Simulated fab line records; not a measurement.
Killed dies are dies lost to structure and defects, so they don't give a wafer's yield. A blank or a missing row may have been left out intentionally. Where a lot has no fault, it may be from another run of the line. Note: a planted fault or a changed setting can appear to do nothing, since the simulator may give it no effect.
Matching of chambers    flow nand_harc    NHARC_P_ZERO_WELL_DESCUM_13 on rie_diel-10: 4 sister chambers
The step chemistry O2, time 3 s. 4 wafers are shown with their chamber, then 8 later ones without.

WAFERS PAIRED WITH THEIR CHAMBERS
wafer   chamber  showerhead_plenum_p_Torr (Torr)
L084.1  0        1.87
L084.2  1        1.97
L084.3  2        1.82
L084.4  3        1.85

WAFERS MISSING THEIR CHAMBER
wafer   showerhead_plenum_p_Torr (Torr)
L084.5  1.85
L084.6  1.87
L087.1  1.84
L087.2  1.86
L087.3  1.82
L087.4  1.96
L087.5  1.96
L087.6  1.82

CHAMBER TAKEN BY EACH
wafer   from the rows above      in truth
L084.5  3                        3
L084.6  0                        0
L087.1  can't be placed: 3 or 2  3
L087.2  can't be placed: 0 or 3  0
L087.3  2                        2
L087.4  1                        1
L087.5  1                        1
L087.6  2                        2
Correctly placed: 6 of 8. Can't be placed from these rows: 2 (the true chamber is among the candidates in 2). Wrongly placed: 0.
How it was worked out, from the rows above alone: a wafer's distance from a chamber is the root of the sum, over the readings, of the square of ((its reading less the chamber's mean) divided by the reading's scatter). If the next closest chamber is less than 2 further off than the closest, the wafer can't be placed; otherwise it belongs to the closest. For every chamber, the mean is computed from those of its wafers that are shown. The scatter (one wafer shown for each chamber): square how far every hidden wafer sits from the nearest shown wafer, average those squares and take the square root.
